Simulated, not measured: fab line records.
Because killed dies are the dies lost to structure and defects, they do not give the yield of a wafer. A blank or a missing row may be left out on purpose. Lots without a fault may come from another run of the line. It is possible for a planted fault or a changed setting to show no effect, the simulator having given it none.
Comparing a struck lot with a sound one :: flow n5Finfet :: 15 steps out of a route of 1938
Sound: the wafers L693.1, L693.3, L693.5. The struck wafers were L698.1, L698.5, L698.6. The cause comes at the end.
Order at every step that has rows: each side's tool, ch and its chambers, its first start. Under that, the readings that differ: sound wafers :: struck wafers :: difference of the means :: sigmas: that difference in standard deviations of wafers without a fault.
alike: words and numbers the same on both sides, and readings whose means are apart by under 2 such deviations; not compared: readings that were withheld, readings missing a value for some wafer, numbers with overlapping values and no deviation given by the record, and bounds like >300 which may hide the same value.
Wherever a step has rows on one side only, a row that says differs or no value, or a row with sigmas, the two part there. Numbers that have no deviation but don't overlap get no sigmas and don't part them. A reading that every wafer of one side lacks parts them only if that side has two wafers or more.

N5_BEOL_M5_CD_MEAS_35: target cd 28 nm, target cd y 24 nm.
  sound: cdSem-03 at day 8 17:22; struck: cdSem-01 at day 10 00:43
  alike: cdNm
N5_BEOL_M5_CURE_80: cures SiCOH lowk, time 120 s.
  sound on uvCure-03 ch 0, day 8 17:25; struck on uvCure-01 ch 0, day 10 00:46
  alike: lampPowerPct, wafer_temp_C_max
N5_BEOL_M5_DEGAS_44: time 60 s.
  sound: pvdSputter-02 at day 8 17:49; struck: pvdSputter-01 at day 10 01:10
  alike: heaterPowerW, susceptorTempC
then, 2 steps without rows for these wafers: N5_BEOL_M5_PRE_CLEAN_45 (time 30 s); N5_BEOL_M5_ALD_86 (deposits TaN, pulse time 2 s, purge time 3 s, co reactant purge time 2 s).
N5_BEOL_M5_SURFACE_TREAT_87:
  sound: pvdSputter-02 at day 8 18:18; struck: pvdSputter-03 at day 10 01:44
  alike: arFlowSccm
  not compared: throttleValvePct
then, 3 steps without rows for these wafers: N5_BEOL_M5_CVD_47 (deposits Co from CCTBA/H2, target thk 3 nm, time 216 s); N5_BEOL_M5_SPUTTER_48 (material Cu, target thk 15 nm, time 27.62 s); N5_BEOL_M5_ANNEAL_49 (time 1800 s).
N5_BEOL_M5_SPUTTER_81: material Cu, target thk 15 nm, time 27.62 s.
  sound: pvdSputter-02 at day 8 19:49; struck: pvdSputter-03 at day 10 03:06
  alike: susceptorTempC, throttleValvePct
then, 2 steps without rows for these wafers: N5_BEOL_M5_ANNEAL_82 (time 1800 s); N5_BEOL_M5_SPUTTER_83 (material Cu, target thk 15 nm, time 27.62 s).
N5_BEOL_M5_ANNEAL_84: time 1800 s.
  sound: pvdSputter-02 at day 8 20:59; struck: pvdSputter-03 at day 10 04:16
  no value came back on the struck wafers for heaterPowerW (W), susceptorTempC (C); on the sound wafers heaterPowerW (W) reads 754 807 784
N5_BEOL_M5_SPUTTER_88: material Cu, target thk 15 nm, time 27.62 s.
  sound: pvdSputter-02 at day 8 21:59; struck: pvdSputter-03 at day 10 05:16
  alike: susceptorTempC, throttleValvePct
-- here the record skips 4 days between the struck wafers' starts before and after, leaving off in module BEOL_M5 and picking up in module PASSIVATION (first step shown: number 1936 of the route) --
N5_PASSIVATION_PROBE_49:
  sound: prober-01 at day 12 15:32; struck: prober-01 at day 13 20:58
reading: killed_at_M0_to_M3
sound: 49 71 54
struck: 32 23 32
difference: -29
sigmas: -3

reading: killed_at_M4_up
sound: 11 9 8
struck: 28 23 21
difference: +15
sigmas: +3
  alike: defectLimitedYield, killedAtContacts, killedAtFrontEnd, killedAtOther, killedDies, killedOpen, killedShort, sort_bin_5_function, sort_bin_6_memory, sortNPass, sortYieldPct

== WHERE THEY PART ==
First at N5_BEOL_M5_ANNEAL_84; last, within this record, at N5_PASSIVATION_PROBE_49.

WHY: whatever the simulator had introduced
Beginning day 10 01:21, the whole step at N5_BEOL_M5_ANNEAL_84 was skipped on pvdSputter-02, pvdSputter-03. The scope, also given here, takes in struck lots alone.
